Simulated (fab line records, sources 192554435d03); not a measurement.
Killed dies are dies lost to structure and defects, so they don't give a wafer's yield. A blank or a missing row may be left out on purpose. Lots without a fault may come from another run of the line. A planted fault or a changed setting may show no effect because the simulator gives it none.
Which tool did it? | flow n5_finfet | 7 lots, 21 wafers sampled, at 5 steps of a route of 1938

WHAT THE GAUGES READ, wafer by wafer
N5_BEOL_M10_CD_MEAS_18: pitch 140 nm, target cd 70 nm.
lot  | measured     | on        | cd_nm (nm)
L646 | day 13 04:13 | cd_sem-02 | 70.1 69.9 70.2
L647 | day 14 04:20 | cd_sem-02 | 69.9 69.1 69.9
L650 | day 14 19:25 | cd_sem-01 | 70.2 69.8 70.3
L658 | day 16 10:26 | cd_sem-01 | - - -
L656 | day 17 05:38 | cd_sem-03 | - - -
L661 | day 17 10:34 | cd_sem-01 | 69.5 69.5 70.1
L664 | day 17 17:40 | cd_sem-02 | 69.5 69.8 70.3

WHICH TOOL RAN EACH LOT (tool, then ch and the chambers of the sampled wafers, then the start)
lot  | N5_BEOL_M9_ANNEAL_51             | N5_BEOL_M10_ETCH_61                | N5_BEOL_M10_ETCH_62                | N5_BEOL_M10_STRIP_19
L646 | rtp_anneal-01 ch 0, day 12 23:44 | rie_diel-03 ch 1,2, day 13 03:43   | rie_diel-03 ch 1,2, day 13 03:46   | rie_diel-03 ch 1,2,3, day 13 04:09
L647 | rtp_anneal-01 ch 0, day 13 22:45 | rie_diel-01 ch 0,2,3, day 14 03:50 | rie_diel-01 ch 0,2,3, day 14 03:53 | rie_diel-01 ch 1,2,3, day 14 04:16
L650 | rtp_anneal-01 ch 0, day 14 14:12 | rie_diel-05 ch 0,1,3, day 14 18:56 | rie_diel-05 ch 0,1,3, day 14 18:59 | rie_diel-05 ch 0,1,3, day 14 19:20
L658 | rtp_anneal-01 ch 0, day 16 06:22 | rie_diel-03 ch 2,3, day 16 09:59   | rie_diel-03 ch 2,3, day 16 10:02   | rie_diel-01 ch 0,1,3, day 16 10:22
L656 | rtp_anneal-01 ch 0, day 17 01:13 | rie_diel-01 ch 1,2,3, day 17 05:13 | rie_diel-01 ch 1,2,3, day 17 05:16 | rie_diel-03 ch 1,2,3, day 17 05:33
L661 | rtp_anneal-01 ch 0, day 17 06:08 | rie_diel-01 ch 1,2,3, day 17 10:08 | rie_diel-01 ch 1,2,3, day 17 10:11 | rie_diel-01 ch 0,1,3, day 17 10:29
L664 | rtp_anneal-02 ch 0, day 17 11:17 | rie_diel-05 ch 0,1,2, day 17 17:15 | rie_diel-05 ch 0,1,2, day 17 17:18 | rie_diel-03 ch 2,3, day 17 17:36
- N5_BEOL_M9_ANNEAL_51: time 90 s.
- N5_BEOL_M10_ETCH_61: etches SiARC in CF4, target depth 39 nm, time 65 s.
- N5_BEOL_M10_ETCH_62: etches SOC in N2/H2, target depth 110 nm, overetch 22 nm, time 165 s.
- N5_BEOL_M10_STRIP_19: strips in O2.

THE ANSWER, worked out from the rows above alone
Rule: what is usual is taken from the lots themselves. Put in order of their means at a reading, lots are off if they are a third of the lots or fewer, leave a main group of 4 or more, and stand apart from it by a gap of 3 or more times the standard deviation of the main group's means; of several such gaps the widest counts. A main group whose means are all the same, to the digits that the tables above print for the reading, isn't used. A lot without any number at a reading at which 4 lots or more have one is off too. The other lots that the step has rows for count as sound.
Off: L658, L656, at N5_BEOL_M10_CD_MEAS_18 (cd_nm). Without a number there: L658, L656. The main group: mean 69.9 nm, standard deviation 0.19.
A tool fits if, at a process step before that reading, it ran every lot that is off, and no sound lot after the first of them. The gauges at N5_BEOL_M10_CD_MEAS_18 are tried like those tools. None of those tried fits.

WHAT THE SIMULATOR HAD PUT IN
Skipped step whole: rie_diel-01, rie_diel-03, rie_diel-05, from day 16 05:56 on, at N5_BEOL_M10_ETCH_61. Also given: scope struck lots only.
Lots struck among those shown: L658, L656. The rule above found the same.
